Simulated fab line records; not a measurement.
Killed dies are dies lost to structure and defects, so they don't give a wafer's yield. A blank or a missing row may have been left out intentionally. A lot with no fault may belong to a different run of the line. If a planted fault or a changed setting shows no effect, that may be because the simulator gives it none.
Matching of chambers + flow nand harc + 4 sister chambers for NHARC_P_M0_STRIP_18 on rie diel-06
The step strips in N2/H2. 16 wafers are shown with their chamber, then 8 later ones without.

== EACH WAFER AND ITS CHAMBER ==
| wafer  | chamber | drypump motor current A (A) | showerhead plenum p Torr (Torr) | throttle valve pct (%) |
|--------|---------|-----------------------------|---------------------------------|------------------------|
| L077.1 | 1       | 6.5                         | 2.00                            | 14.197                 |
| L077.3 | 3       | 5.5                         | 1.93                            | 14.178                 |
| L077.4 | 0       | 5.8                         | 1.99                            | 14.162                 |
| L076.1 | 0       | 5.8                         | 1.99                            | 14.183                 |
| L076.2 | 2       | 5.8                         | 2.11                            | 14.177                 |
| L076.6 | 1       | 6.5                         | 2.00                            | 14.181                 |
| L081.1 | 2       | 5.8                         | 2.11                            | 14.171                 |
| L081.2 | 3       | 5.6                         | 1.93                            | 14.169                 |
| L081.5 | 0       | 5.8                         | 1.99                            | 14.170                 |
| L082.2 | 1       | 6.5                         | 1.99                            | 14.170                 |
| L082.3 | 3       | 5.5                         | 1.93                            | 14.181                 |
| L082.5 | 0       | 5.8                         | 1.99                            | 14.165                 |
| L088.1 | 0       | 5.8                         | 1.98                            | 14.152                 |
| L088.2 | 2       | 5.8                         | 2.10                            | 14.171                 |
| L088.4 | 3       | 5.6                         | 1.92                            | 14.167                 |
| L094.3 | 2       | 5.8                         | 2.10                            | 14.157                 |

SIGNATURES (averages over the wafers above)
| reading                  | chamber 0 | chamber 1 | chamber 2 | chamber 3 | scatter within a chamber |
|--------------------------|-----------|-----------|-----------|-----------|--------------------------|
| drypump motor current A  | 5.800     | 6.500     | 5.800     | 5.550     | 0.0289                   |
| showerhead plenum p Torr | 1.9880    | 1.9967    | 2.1050    | 1.9275    | 0.00518                  |
| throttle valve pct       | 14.16640  | 14.18267  | 14.16900  | 14.17375  | 0.0102                   |
Rule: a wafer lies at a distance from a chamber equal to the root of the sum of squares, over the readings, of (its reading less the chamber's mean, divided by the reading's scatter). The wafer belongs to the nearest chamber; if the next one is less than 2 further off, it can't be placed. The scatter: the root of (the sum of the squares of (reading less its chamber's mean) over the shown wafers, divided by (wafers less chambers)).

== WAFERS WHOSE CHAMBER IS MISSING ==
| wafer  | drypump motor current A (A) | showerhead plenum p Torr (Torr) | throttle valve pct (%) |
|--------|-----------------------------|---------------------------------|------------------------|
| L094.4 | 5.8                         | 1.98                            | 14.166                 |
| L094.5 | 5.8                         | 2.10                            | 14.174                 |
| L095.1 | 6.5                         | 1.98                            | 14.189                 |
| L095.2 | 5.5                         | 1.91                            | 14.165                 |
| L095.3 | 5.8                         | 1.98                            | 14.175                 |
| L095.4 | 5.8                         | 2.09                            | 14.177                 |
| L095.5 | 5.8                         | 2.09                            | 14.163                 |
| L095.6 | 6.5                         | 1.98                            | 14.175                 |

== WHICH CHAMBER EACH ONE RAN IN ==
| wafer  | from the rows above | in truth |
|--------|---------------------|----------|
| L094.4 | 0                   | 0        |
| L094.5 | 2                   | 2        |
| L095.1 | 1                   | 1        |
| L095.2 | 3                   | 3        |
| L095.3 | 0                   | 0        |
| L095.4 | 2                   | 2        |
| L095.5 | 2                   | 2        |
| L095.6 | 1                   | 1        |
Placed correctly: 8 of 8. Not placeable from these rows: 0. Wrongly placed: 0.
